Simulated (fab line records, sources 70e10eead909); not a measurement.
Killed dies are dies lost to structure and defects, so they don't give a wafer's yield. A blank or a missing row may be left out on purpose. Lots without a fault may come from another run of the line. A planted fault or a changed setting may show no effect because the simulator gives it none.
A struck lot beside a sound one | flow nand_harc | 15 steps out of a route of 1159
Sound: wafers L316.1, L316.2, L316.3. Struck: wafers L306.1, L306.4, L306.5. The cause comes at the end.
At each step with rows: each side's tool, then ch and its chambers, then its first start. Under that, the readings that differ: sound wafers | struck wafers | difference of the means | sigmas: that difference in standard deviations of wafers without a fault.
alike: readings whose means differ by less than 2 such deviations, and words and numbers that are the same on both sides. not compared: withheld readings, readings that some wafer has no value for, bounds like >300 that may hide the same value, and numbers for which the record gives no deviation and whose values overlap.
The two part at a step that has a row with sigmas, a row that says differs or no value, or rows on one side only. Numbers that don't overlap but have no deviation are shown without sigmas and don't part them. A reading that every wafer of one side lacks parts them only if that side has two wafers or more.

NHARC_A_CONTACT_ETCH_49: etches the open film in N2/H2, target depth 260 nm, time 475.3 s.
  sound on rie_diel-13 ch 0,1,2; struck on rie_diel-01 ch 0,3
  alike: bias_w, chamber_pressure_mTorr, drypump_motor_current_A, h2_flow_sccm, oes_product_au, rf_fwd_power_W, rf_vpp_V, showerhead_plenum_p_Torr, throttle_valve_pct
  not compared: rf_hours_counter_h
then, 2 steps without rows for these wafers: NHARC_A_CONTACT_ETCH_50 (etches the open film in CF4/CHF3, target depth 84.7 nm, time 42.4 s); NHARC_A_CONTACT_ETCH_51 (etches the open film in O2/COS, target depth 3600 nm, time 936 s).
NHARC_A_CONTACT_ETCH_111: etches the open film in C4F8/O2/Ar, time 140 s, target depth 700 nm.
  sound on har_cap_etch-03 ch 0,1, day 20 21:43; struck on har_cap_etch-02 ch 0,1, day 18 19:06
  alike: chamber_pressure_mTorr, oes_air_line_au
  not compared: rf_hours_counter_h
NHARC_A_CONTACT_ETCH_112: etches the open film in C4F8/O2/Ar, time 94 s, target depth 922 nm.
  sound on har_cap_etch-03 ch 0,1, day 20 21:55; struck on har_cap_etch-02 ch 0,1, day 18 19:17
  alike: chamber_pressure_mTorr, oes_air_line_au
  not compared: rf_hours_counter_h
then, 1 step without rows for these wafers: NHARC_A_CONTACT_ETCH_113 (etches the open film in C4F8/O2/Ar, time 94 s, target depth 922 nm).
NHARC_A_CONTACT_ETCH_114: etches the open film in C4F8/O2/Ar, time 94 s, target depth 922 nm.
  sound on har_cap_etch-03 ch 0,1, day 20 22:06; struck on har_cap_etch-02 ch 0,1, day 18 19:28
  alike: chamber_pressure_mTorr, oes_air_line_au
  not compared: rf_hours_counter_h
then, 3 steps without rows for these wafers: NHARC_A_CONTACT_ETCH_115 (etches the open film in C4F8/O2/Ar, time 94 s, target depth 922 nm); NHARC_A_CONTACT_ETCH_116 (etches the open film in C4F8/O2/Ar, time 94 s, target depth 922 nm); NHARC_A_CONTACT_ETCH_117 (etches the open film in C4F8/O2/Ar, time 94 s, target depth 922 nm).
NHARC_A_CONTACT_ETCH_118: etches the open film in C4F8/O2/Ar, time 94 s, target depth 922 nm.
  sound on har_cap_etch-03 ch 0,1, day 20 22:28; struck on har_cap_etch-02 ch 0,1, day 18 19:50
  alike: chamber_pressure_mTorr, oes_air_line_au
  not compared: rf_hours_counter_h
then, 1 step without rows for these wafers: NHARC_A_CONTACT_ETCH_119 (etches the open film in C4F8/O2/Ar, time 94 s, target depth 922 nm).
NHARC_A_CONTACT_ETCH_120: etches the open film in C4F8/O2/Ar, time 94 s, target depth 922 nm.
  sound on har_cap_etch-03 ch 0,1, day 20 22:39; struck on har_cap_etch-02 ch 0,1, day 18 20:01
  no value came back on the struck wafers for chamber_pressure_mTorr (mTorr), oes_air_line_au (a.u.); on the sound wafers chamber_pressure_mTorr (mTorr) reads 20.004 20.021 19.999
  not compared: rf_hours_counter_h
then, 1 step without rows for these wafers: NHARC_A_CONTACT_ETCH_121 (etches the open film in C4F8/O2/Ar, time 94 s, target depth 922 nm).
-- the record jumps here: 3 days lie between the struck wafers' starts before and after (it left off in module A_CONTACT and takes up again in module END, whose first step shown is number 1159 of the route) --
NHARC_END_SORT_01:
  the record has rows for the struck wafers here (prober-02 ch 0, day 21 18:14) and none for the sound ones

WHERE THEY PART
First at NHARC_A_CONTACT_ETCH_120; last, within this record, at NHARC_END_SORT_01.

WHY: what the simulator had put in
Skipped step whole: har_cap_etch-02, from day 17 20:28 on, at NHARC_A_CONTACT_ETCH_120. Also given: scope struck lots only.
